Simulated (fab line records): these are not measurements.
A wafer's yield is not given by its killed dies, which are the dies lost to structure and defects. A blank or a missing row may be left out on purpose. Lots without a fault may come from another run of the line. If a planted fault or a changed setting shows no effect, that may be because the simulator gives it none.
fab line records    flow nand_harc    part 1 of 2: steps 1 to 4 of 6
[record] lots = 17  wafers = 51  last_day = 24
route steps=1159 shown A_STAIRCASE@670 A_SGD_CUT@763
lots that met no fault: taken from a fault-free run of the same line
start_h: hours from the record's opening day to when the first of the lot's shown wafers began    wait_h: hours from the lot's prior step to this one    " the same as in the row above    L1.1+2: several wafers, shown together as one row    - either no value or no given start    * or withheld: withheld    < > ~ a bound
route shown NAME@n: a module of which the file shows steps, and the number in the route of the first    usual: average and standard deviation across the fault-free wafers    same: alike in all rows    chamber/n: place in a boat    sites: the reading at each site    _std_site: standard deviation of those values    _edge_site: outer sites' mean less inner sites'    radius_mm: for every site, how far away it sits from the centre of the wafer    mask NAME#n: copy n    behind: the last tool/chamber to shape the wafer    hold: why the lot was held/for how many hours/how that ended    device: whichever transistor did not switch (one of n, p or np)    end of line: tests of these same wafers at the route's end    step lacking rows: just its recipe    killed: dies that structure and defects cost at the first sort, which is not the same as the wafer's yield    map: per-die view of a wafer (x killed, . not killed, _ where there is no die)
set.NAME: the setting the step ran with; set.NAME@STEP: the setting that earlier step ran with    model.NAME: the simulator's own value behind a step, which no gauge read
a sample of lots followed through the steps of the route, with each step as a table and each wafer as a row
services: when a tool's chamber went out of use (start_h, in hours from the record's first day, below 0 if earlier), for how many hours, and the reason
[[steps]]
[step NHARC_A_STAIRCASE_STRIP_295]
[recipe] o2_flow_sccm = 500  ar_flow_sccm = 0  bias_w = 0  chemistry = O2
[usual] chamber_pressure_mTorr = 60.01/0.053  drypump_motor_current_A = 5.9/0.43  mfc_ar_sccm = 0.005/0.0074  oes_product_au = 1.000/0.011  rf_vpp_V = 57.7/1  showerhead_plenum_p_Torr = 3.46/0.15  throttle_valve_pct = 17.036/0.01
lot.wafer  tool         chamber  start_h  wait_h  chamber_pressure_mTorr  drypump_motor_current_A  mfc_ar_sccm  oes_product_au  rf_hours_counter_h  rf_vpp_V  showerhead_plenum_p_Torr  throttle_valve_pct
L075.4     rie_diel-01  3        -        -       60.02                   5.2                      0.004        1.004           49                  55.5      3.30                      17.038
L075.1     "            1        "        "       60.03                   5.8                      0            0.983           45                  57.9      3.43                      17.046
L075.3     "            2        "        "       60.00                   6.2                      0            1.003           46                  59.6      3.39                      17.040
L076.2     rie_diel-03  3        -        -       59.98                   6.2                      0            1.017           16                  58.5      3.51                      17.027
L076.1     "            0        "        "       60.01                   5.8                      0            1.015           16                  57.6      3.51                      17.025
L076.6     "            0        "        "       60.03                   5.8                      0            1.011           -                   56.5      3.51                      17.038
L079.3     rie_diel-03  2        -        -       60.06                   6.3                      0.025        1.016           20                  58.2      3.30                      17.015
L079.1     "            0        "        "       60.04                   5.9                      0            1.004           21                  56.5      3.50                      17.032
L079.4     "            1        "        "       60.01                   6.1                      0            1.006           19                  57.7      3.28                      17.037
L080.4     rie_diel-03  0        -        -       60.04                   5.8                      0            1.001           24                  57.6      3.50                      17.043
L080.3     "            1        "        "       59.92                   6.1                      0            1.009           23                  57.0      3.28                      17.048
L080.6     "            2        "        "       60.05                   6.3                      0.025        1.012           -                   57.8      3.30                      17.029
L083.1     rie_diel-13  1        -        -       60.07                   6.3                      0.006        1.003           7                   56.4      3.64                      17.044
L083.2     "            2        "        "       60.07                   6.0                      0.014        0.993           6                   58.0      3.62                      17.029
L083.6     "            3        "        "       59.94                   6.4                      0.004        0.971           -                   57.3      3.80                      17.037
L082.1     rie_diel-13  0        -        -       59.89                   5.0                      0            1.025           8                   56.7      3.35                      17.023
L082.2     "            1        "        "       60.12                   6.2                      0.006        1.006           7                   58.1      3.64                      17.043
L082.5     "            1        "        "       59.96                   6.3                      0.006        1.004           -                   58.2      3.64                      17.020
L081.1     rie_diel-03  2        -        -       59.91                   6.3                      0.025        1.012           29                  56.8      3.30                      17.027
L081.2     "            3        "        "       60.00                   6.2                      0            1.009           31                  58.4      3.50                      17.040
L081.6     "            2        "        "       60.01                   6.3                      0.025        1.008           -                   58.5      3.29                      17.048
L084.4     rie_diel-13  1        -        -       59.90                   6.3                      0.006        1.012           12                  57.7      3.64                      17.035
L084.1     "            2        "        "       59.95                   6.1                      0.014        0.995           11                  57.2      3.62                      17.031
L084.3     "            0        "        "       60.07                   5.0                      0            1.022           12                  56.2      3.34                      17.047
L089.2     rie_diel-03  0        -        -       60.03                   5.9                      0            1.000           39                  57.4      3.49                      17.018
L089.4     "            0        "        "       59.92                   5.9                      0            0.997           -                   58.0      3.49                      17.026
L089.6     "            3        "        "       59.91                   6.2                      0            1.006           -                   57.4      3.50                      17.036
L085.2     rie_diel-13  1        -        -       60.16                   6.3                      0.006        1.006           17                  57.7      3.64                      17.051
L085.3     "            2        "        "       60.02                   6.1                      0.014        0.988           17                  58.5      3.62                      17.040
L085.1     "            3        "        "       60.05                   6.4                      0.004        0.988           17                  57.4      3.80                      17.055
L090.3     rie_diel-13  1        -        -       60.01                   6.2                      0.006        0.997           27                  59.1      3.63                      17.039
L090.6     "            0        "        "       59.85                   5.0                      0            1.014           -                   57.3      3.34                      17.031
L090.5     "            1        "        "       60.09                   6.2                      0.006        0.997           -                   58.7      3.63                      17.029
L092.4     rie_diel-01  0        -        -       60.03                   6.1                      0.009        0.982           11                  57.7      3.61                      17.046
L092.5     "            2        "        "       59.96                   6.2                      0            0.977           -                   57.4      3.37                      17.046
L092.6     "            3        "        "       59.99                   5.3                      0.004        0.996           -                   57.7      3.29                      17.035
L093.3     rie_diel-01  2        -        -       60.00                   6.2                      0            0.979           16                  58.6      3.37                      17.032
L093.4     "            0        "        "       59.97                   6.1                      0.009        0.981           15                  59.1      3.60                      17.032
L093.6     "            2        "        "       60.08                   6.2                      0            0.974           -                   57.6      3.37                      17.044
L094.2     rie_diel-13  3        -        -       60.00                   6.4                      0.004        0.990           35                  59.1      3.79                      17.038
L094.1     "            1        "        "       60.00                   6.3                      0.006        1.008           34                  58.3      3.63                      17.047
L094.6     "            3        "        "       60.03                   6.4                      0.004        0.985           -                   58.7      3.79                      17.032
L095.4     rie_diel-01  2        -        -       60.03                   6.2                      0            0.996           20                  55.8      3.37                      17.045
L095.1     "            3        "        "       59.90                   5.3                      0.004        1.008           19                  58.8      3.28                      17.027
L095.6     "            1        "        "       59.97                   5.8                      0            1.013           -                   58.7      3.41                      17.026
L097.2     rie_diel-13  0        -        -       60.03                   5.0                      0            1.021           40                  57.2      3.33                      17.047
L097.6     "            0        "        "       59.93                   5.0                      0            1.002           -                   54.9      3.33                      17.026
L097.4     "            1        "        "       60.05                   6.3                      0.006        1.003           -                   57.3      3.62                      17.046
L096.2     rie_diel-03  2        -        -       60.02                   6.3                      0.025        1.006           67                  57.6      3.27                      17.039
L096.3     "            3        "        "       60.05                   6.2                      0            1.001           69                  58.7      3.48                      17.037
L096.6     "            2        "        "       59.99                   6.3                      0.025        1.018           -                   55.9      3.27                      17.034
[step NHARC_A_STAIRCASE_ETCHBACK_416]
[recipe] target_depth_a = 360  time_s = 7.2  c4f8_flow_sccm = withheld  o2_flow_sccm = 8  ar_flow_sccm = withheld  rf_w = 600  bias_w = 800  chemistry = C4F8/O2/Ar
[usual] chamber_pressure_mTorr = 25.001/0.021  oes_product_au = 0.937/0.027  rf_vpp_V = 722/4.8
lot.wafer  tool         chamber  start_h  wait_h  chamber_pressure_mTorr  oes_product_au  rf_hours_counter_h  rf_vpp_V
L075.3     rie_diel-03  2        -        -       24.981                  0.932           18                  716
L075.4     "            3        "        "       24.971                  0.934           18                  724
L075.1     "            1        "        "       25.002                  0.933           17                  715
L076.1     rie_diel-13  0        -        -       24.993                  0.939           63                  717
L076.2     "            2        "        "       24.986                  0.921           60                  725
L076.6     "            3        "        "       25.019                  0.919           -                   714
L079.1     rie_diel-01  0        -        -       25.033                  0.989           54                  726
L079.4     "            1        "        "       24.978                  0.995           52                  720
L079.3     "            3        "        "       25.003                  1.007           56                  715
L080.4     rie_diel-01  2        -        -       24.985                  0.924           57                  718
L080.3     "            0        "        "       24.982                  0.916           60                  727
L080.6     "            3        "        "       25.010                  0.918           -                   717
L083.2     rie_diel-13  3        -        -       24.999                  0.908           10                  732
L083.1     "            0        "        "       24.972                  0.945           11                  718
L083.6     "            2        "        "       25.015                  0.927           -                   724
L082.1     rie_diel-13  1        -        -       24.996                  0.938           11                  726
L082.2     "            2        "        "       25.019                  0.930           10                  726
L082.5     "            3        "        "       25.051                  0.914           -                   731
L081.1     rie_diel-13  1        -        -       24.983                  0.920           15                  726
L081.2     "            3        "        "       24.987                  0.918           15                  730
L081.6     "            0        "        "       25.030                  0.935           -                   718
L084.3     rie_diel-13  3        -        -       24.993                  0.932           17                  732
L084.1     "            0        "        "       25.011                  0.945           18                  717
L084.4     "            1        "        "       25.001                  0.931           17                  727
L089.4     rie_diel-01  1        -        -       24.989                  0.977           4                   719
L089.2     "            3        "        "       24.975                  0.985           4                   716
L089.6     "            1        "        "       25.033                  0.979           -                   719
L085.2     rie_diel-01  1        -        -       25.029                  0.929           4                   721
L085.1     "            2        "        "       25.000                  0.912           5                   719
L085.3     "            3        "        "       25.011                  0.926           5                   718
L090.3     rie_diel-03  2        -        -       24.970                  0.937           53                  716
L090.6     "            2        "        "       24.970                  0.928           -                   716
L090.5     "            3        "        "       24.971                  0.929           -                   721
L092.4     rie_diel-13  0        -        -       25.025                  0.936           32                  718
L092.5     "            3        "        "       25.044                  0.916           -                   728
L092.6     "            0        "        "       24.968                  0.936           -                   716
L093.3     rie_diel-13  2        -        -       25.009                  0.918           38                  726
L093.4     "            3        "        "       25.019                  0.921           39                  729
L093.6     "            2        "        "       24.993                  0.930           -                   726
L094.2     rie_diel-01  1        -        -       25.001                  0.933           21                  719
L094.1     "            0        "        "       24.988                  0.912           19                  725
L094.6     "            1        "        "       24.981                  0.928           -                   720
L095.1     rie_diel-13  3        -        -       24.996                  0.922           44                  732
L095.4     "            1        "        "       25.027                  0.932           -                   725
L095.6     "            0        "        "       24.997                  0.936           -                   716
L097.2     rie_diel-13  2        -        -       25.021                  0.995           40                  725
L097.4     "            3        "        "       25.056                  0.927           45                  729
L097.6     "            1        "        "       24.987                  0.939           -                   725
L096.3     rie_diel-01  1        -        -       25.008                  0.932           28                  719
L096.2     "            0        "        "       24.991                  0.917           27                  726
L096.6     "            2        "        "       24.989                  0.917           -                   719
[step NHARC_A_STAIRCASE_ETCHBACK_157]
[recipe] target_depth_a = 900  over_etch_frac = 0.3  time_s = 167.14  ion_energy_ev = 120  ch3f_flow_sccm = 50  o2_flow_sccm = 30  ar_flow_sccm = 200  rf_w = 500  bias_w = 100  chemistry = CH3F/O2
[usual] ch3f_flow_sccm = 50.02/0.15  chamber_pressure_mTorr = 25.000/0.022  drypump_motor_current_A = 6.0/0.39  mfc_ar_sccm = 199.9/0.67  oes_product_au = 0.97/0.031  rf_vpp_V = 243.8/1.9  showerhead_plenum_p_Torr = 2.42/0.11  throttle_valve_pct = 20.664/0.0088
lot.wafer  tool         chamber  start_h  wait_h  ch3f_flow_sccm  chamber_pressure_mTorr  drypump_motor_current_A  mfc_ar_sccm  oes_product_au  rf_hours_counter_h  rf_vpp_V  showerhead_plenum_p_Torr  throttle_valve_pct
L076.2     rie_diel-03  0        316.26   0.3     50.15           24.968                  5.8                      199.0        1.00            32                  244.3     2.44                      20.666
L076.1     "            3        "        "       49.90           25.013                  6.1                      200.7        1.01            35                  243.4     2.44                      20.650
L076.6     "            1        "        "       50.01           25.010                  6.1                      200.6        1.01            -                   240.9     2.27                      20.656
L075.4     rie_diel-03  3        316.47   0.3     50.06           25.002                  6.2                      200.7        0.98            35                  245.1     2.44                      20.663
L075.1     "            0        "        "       50.11           24.994                  5.8                      199.8        1.00            32                  245.4     2.44                      20.658
L075.3     "            1        "        "       50.03           24.999                  6.1                      199.1        0.99            32                  240.2     2.27                      20.674
L079.1     rie_diel-03  2        325.64   0.2     50.02           24.977                  6.3                      199.8        0.94            40                  240.4     2.29                      20.657
L079.3     "            0        "        "       50.08           24.997                  5.9                      199.1        0.93            37                  244.2     2.43                      20.673
L079.4     "            2        "        "       49.79           24.982                  6.3                      200.5        0.93            -                   242.5     2.29                      20.657
L080.3     rie_diel-03  0        339.35   0.2     49.90           24.975                  5.8                      200.0        1.00            44                  243.2     2.43                      20.661
L080.4     "            0        "        "       49.92           25.025                  5.8                      199.4        1.00            -                   242.3     2.43                      20.657
L080.6     "            2        "        "       50.21           25.031                  6.3                      200.6        1.01            -                   243.5     2.28                      20.658
L082.1     rie_diel-01  3        355.96   0.2     50.02           25.000                  5.2                      200.3        1.00            10                  240.4     2.29                      20.657
L082.2     "            1        "        "       50.25           24.986                  5.8                      199.9        1.01            12                  242.3     2.37                      20.681
L082.5     "            3        "        "       50.04           25.007                  5.2                      199.1        1.00            -                   243.7     2.29                      20.662
L083.2     rie_diel-03  2        356.09   0.1     50.03           24.997                  6.3                      199.4        0.92            52                  241.8     2.28                      20.653
L083.1     "            0        "        "       49.94           24.995                  5.9                      200.3        0.92            50                  244.2     2.43                      20.675
L083.6     "            0        "        "       50.02           25.001                  5.8                      200.2        0.92            -                   242.9     2.43                      20.672
L081.2     rie_diel-01  3        367.79   0.2     50.02           24.966                  5.2                      198.7        0.99            15                  241.1     2.28                      20.665
L081.1     "            0        "        "       50.10           25.026                  6.1                      200.1        0.99            15                  245.7     2.51                      20.663
L081.6     "            2        "        "       49.97           25.033                  6.2                      200.9        0.99            -                   242.7     2.34                      20.664
L084.4     rie_diel-13  1        368.01   0.1     50.54           24.990                  6.3                      200.8        0.97            32                  245.7     2.53                      20.653
L084.3     "            2        "        "       50.03           24.959                  6.1                      200.7        0.97            34                  244.0     2.51                      20.649
L084.1     "            0        "        "       50.03           24.954                  5.0                      200.4        0.99            33                  243.1     2.32                      20.653
L089.2     rie_diel-13  3        377.81   0.2     49.73           24.994                  6.4                      199.9        0.97            37                  248.3     2.64                      20.661
L089.4     "            1        "        "       49.82           25.004                  6.2                      199.9        0.97            36                  245.1     2.53                      20.658
L089.6     "            3        "        "       49.72           24.989                  6.4                      199.4        0.97            -                   246.6     2.64                      20.659
L085.3     rie_diel-03  3        377.97   0.2     49.76           24.971                  6.2                      200.5        0.97            63                  242.8     2.43                      20.676
L085.2     "            0        "        "       49.94           25.052                  5.8                      201.2        0.97            61                  244.4     2.43                      20.666
L085.1     "            2        "        "       50.11           24.967                  6.3                      199.7        0.98            62                  241.6     2.28                      20.663
L090.3     rie_diel-01  2        402.14   0.4     49.80           24.961                  6.2                      200.5        0.92            28                  241.3     2.34                      20.677
L090.5     "            1        "        "       50.29           25.020                  5.8                      200.6        0.93            -                   244.2     2.37                      20.661
L090.6     "            2        "        "       49.95           25.030                  6.2                      200.0        0.91            -                   243.3     2.34                      20.659
L092.4     rie_diel-03  3        406.18   0.2     49.98           25.012                  6.2                      199.6        1.00            3                   242.3     2.42                      20.661
L092.5     "            1        "        "       49.78           25.024                  6.1                      200.6        0.99            -                   246.3     2.66                      20.652
L092.6     "            2        "        "       50.20           24.999                  6.3                      201.4        1.00            -                   246.3     2.66                      20.664
L093.4     rie_diel-01  2        422.78   0.2     50.05           24.987                  6.2                      199.5        0.97            34                  243.5     2.34                      20.671
L093.3     "            3        "        "       50.07           25.037                  5.2                      199.9        0.97            35                  241.3     2.28                      20.661
L093.6     "            0        "        "       50.13           25.003                  6.1                      200.4        0.96            -                   244.9     2.51                      20.666
L094.1     rie_diel-01  0        422.99   0.2     50.04           24.991                  6.0                      200.0        0.92            35                  244.4     2.51                      20.649
L094.2     "            3        "        "       50.22           24.991                  5.2                      199.5        0.93            35                  240.7     2.28                      20.657
L094.6     "            1        "        "       49.94           25.003                  5.8                      200.0        0.91            -                   243.8     2.37                      20.654
L095.4     rie_diel-01  2        434.47   0.1     50.08           25.023                  6.2                      198.4        0.93            38                  243.7     2.34                      20.649
L095.1     "            0        "        "       49.92           25.005                  6.1                      199.3        0.92            40                  246.1     2.50                      20.658
L095.6     "            3        "        "       50.08           24.984                  5.2                      200.0        0.93            -                   242.2     2.28                      20.677
L096.3     rie_diel-01  2        434.65   0.2     50.13           24.991                  6.2                      200.8        0.99            38                  241.7     2.34                      20.666
L096.2     "            0        "        "       50.09           25.036                  6.1                      200.0        1.00            40                  245.5     2.50                      20.673
L096.6     "            2        "        "       50.19           25.002                  6.2                      200.4        0.99            -                   242.5     2.34                      20.656
L097.2     rie_diel-13  1        434.83   0.1     49.70           25.011                  6.3                      201.5        0.99            60                  245.0     2.52                      20.662
L097.4     "            0        "        "       49.89           24.978                  5.0                      200.8        1.00            58                  242.8     2.31                      20.654
L097.6     "            1        "        "       50.20           25.016                  6.3                      201.2        0.98            -                   244.9     2.52                      20.660
[step NHARC_A_STAIRCASE_STRIP_475]
[recipe] time_s = 20  o2_flow_sccm = 500  ar_flow_sccm = 0  bias_w = 0  chemistry = O2
[usual] chamber_pressure_mTorr = 60.00/0.05  drypump_motor_current_A = 6.0/0.4  mfc_ar_sccm = 0.006/0.0081  oes_product_au = 1.000/0.0092  rf_vpp_V = 57.6/0.88  showerhead_plenum_p_Torr = 3.48/0.16  throttle_valve_pct = 17.038/0.0092
lot.wafer  tool         chamber  start_h  wait_h  chamber_pressure_mTorr  drypump_motor_current_A  mfc_ar_sccm  oes_product_au  rf_hours_counter_h  rf_vpp_V  showerhead_plenum_p_Torr  throttle_valve_pct
L076.1     rie_diel-03  3        -        -       59.95                   6.2                      0            1.005           35                  56.1      3.50                      17.045
L076.2     "            0        "        "       60.09                   5.9                      0            0.998           32                  56.9      3.50                      17.049
L076.6     "            3        "        "       59.99                   6.2                      0            1.007           -                   57.8      3.50                      17.035
L075.1     rie_diel-03  1        -        -       59.91                   6.1                      0            1.010           32                  57.8      3.27                      17.042
L075.3     "            2        "        "       59.97                   6.3                      0.025        1.002           34                  55.5      3.29                      17.038
L075.4     "            0        "        "       59.98                   5.8                      0            1.002           32                  58.9      3.50                      17.042
L079.3     rie_diel-03  2        325.87   0.1     60.06                   6.3                      0.025        1.011           40                  56.1      3.29                      17.038
L079.1     "            3        "        "       60.10                   6.2                      0            1.015           40                  59.1      3.50                      17.028
L079.4     "            3        "        "       59.93                   6.2                      0            1.002           -                   58.0      3.50                      17.040
L080.3     rie_diel-03  0        339.60   0.2     59.97                   5.8                      0            1.006           44                  55.8      3.49                      17.032
L080.4     "            2        "        "       60.01                   6.3                      0.025        0.999           -                   55.8      3.29                      17.032
L080.6     "            3        "        "       59.97                   6.2                      0            0.991           -                   58.0      3.49                      17.050
L082.2     rie_diel-01  3        -        -       60.00                   5.2                      0.004        0.999           10                  56.8      3.29                      17.041
L082.1     "            0        "        "       60.01                   6.1                      0.009        0.988           10                  57.6      3.61                      17.029
L082.5     "            3        "        "       59.97                   5.2                      0.004        1.001           -                   57.3      3.29                      17.040
L083.1     rie_diel-03  3        356.36   0.2     60.09                   6.2                      0            1.002           53                  57.4      3.49                      17.040
L083.2     "            0        "        "       59.99                   5.8                      0            0.997           51                  56.5      3.49                      17.044
L083.6     "            2        "        "       60.00                   6.3                      0.025        0.996           -                   57.2      3.28                      17.039
L084.4     rie_diel-13  1        -        -       60.01                   6.2                      0.006        1.014           33                  58.7      3.63                      17.044
L084.3     "            2        "        "       59.92                   6.0                      0.014        0.995           34                  58.0      3.61                      17.036
L084.1     "            3        "        "       59.97                   6.4                      0.004        0.989           34                  58.6      3.79                      17.033
L081.1     rie_diel-01  3        -        -       59.99                   5.2                      0.004        1.008           16                  57.3      3.29                      17.038
L081.2     "            1        "        "       59.94                   5.9                      0            1.011           17                  57.4      3.41                      17.044
L081.6     "            3        "        "       59.96                   5.2                      0.004        0.999           -                   56.3      3.29                      17.029
L089.2     rie_diel-13  2        -        -       60.02                   6.0                      0.014        1.005           37                  56.5      3.60                      17.051
L089.4     "            3        "        "       59.94                   6.4                      0.004        0.991           37                  58.7      3.79                      17.044
L089.6     "            1        "        "       60.01                   6.3                      0.006        1.004           -                   57.3      3.62                      17.051
L085.2     rie_diel-03  3        378.19   0.2     60.09                   6.2                      0            1.003           64                  57.5      3.48                      17.045
L085.3     "            0        "        "       60.04                   5.9                      0            1.010           61                  58.1      3.48                      17.044
L085.1     "            2        "        "       60.10                   6.3                      0.025        1.006           62                  59.5      3.28                      17.014
L090.3     rie_diel-03  3        403.36   -       60.00                   6.2                      0            1.008           2                   57.1      3.48                      17.055
L090.6     "            0        "        "       60.06                   5.8                      0            1.010           -                   56.9      3.48                      17.020
L090.5     "            1        "        "       60.03                   6.1                      0            0.994           -                   57.5      3.81                      17.047
L092.4     rie_diel-03  0        -        -       60.03                   5.9                      0            0.982           3                   57.5      3.48                      17.049
L092.5     "            1        "        "       60.03                   6.1                      0            1.000           -                   58.3      3.81                      17.045
L092.6     "            2        "        "       59.94                   6.3                      0.025        0.996           -                   58.2      3.81                      17.022
L093.4     rie_diel-01  3        -        -       59.93                   5.3                      0.004        0.996           35                  57.6      3.28                      17.029
L093.3     "            1        "        "       59.94                   5.8                      0            1.001           35                  57.9      3.40                      17.025
L093.6     "            3        "        "       60.07                   5.2                      0.004        0.998           -                   57.8      3.28                      17.031
L094.2     rie_diel-01  1        -        -       60.01                   5.9                      0            1.000           35                  56.8      3.40                      17.036
L094.1     "            3        "        "       59.95                   5.2                      0.004        0.997           35                  55.2      3.28                      17.044
L094.6     "            1        "        "       59.98                   5.8                      0            1.002           -                   57.7      3.40                      17.027
L095.4     rie_diel-01  1        -        -       59.97                   5.9                      0            1.002           40                  57.7      3.40                      17.042
L095.1     "            2        "        "       60.03                   6.2                      0            0.985           38                  57.0      3.36                      17.042
L095.6     "            3        "        "       59.93                   5.2                      0.004        1.004           -                   57.7      3.27                      17.041
L096.3     rie_diel-01  1        -        -       59.98                   5.8                      0            0.995           40                  56.8      3.40                      17.033
L096.2     "            2        "        "       59.90                   6.2                      0            0.980           38                  56.7      3.36                      17.046
L096.6     "            0        "        "       59.97                   6.1                      0.009        1.000           -                   58.4      3.59                      17.026
L097.2     rie_diel-13  2        -        -       59.98                   6.1                      0.014        0.988           56                  58.3      3.59                      17.036
L097.4     "            3        "        "       60.08                   6.4                      0.004        0.990           61                  57.9      3.77                      17.033
L097.6     "            3        "        "       59.94                   6.4                      0.004        0.988           -                   57.5      3.77                      17.045
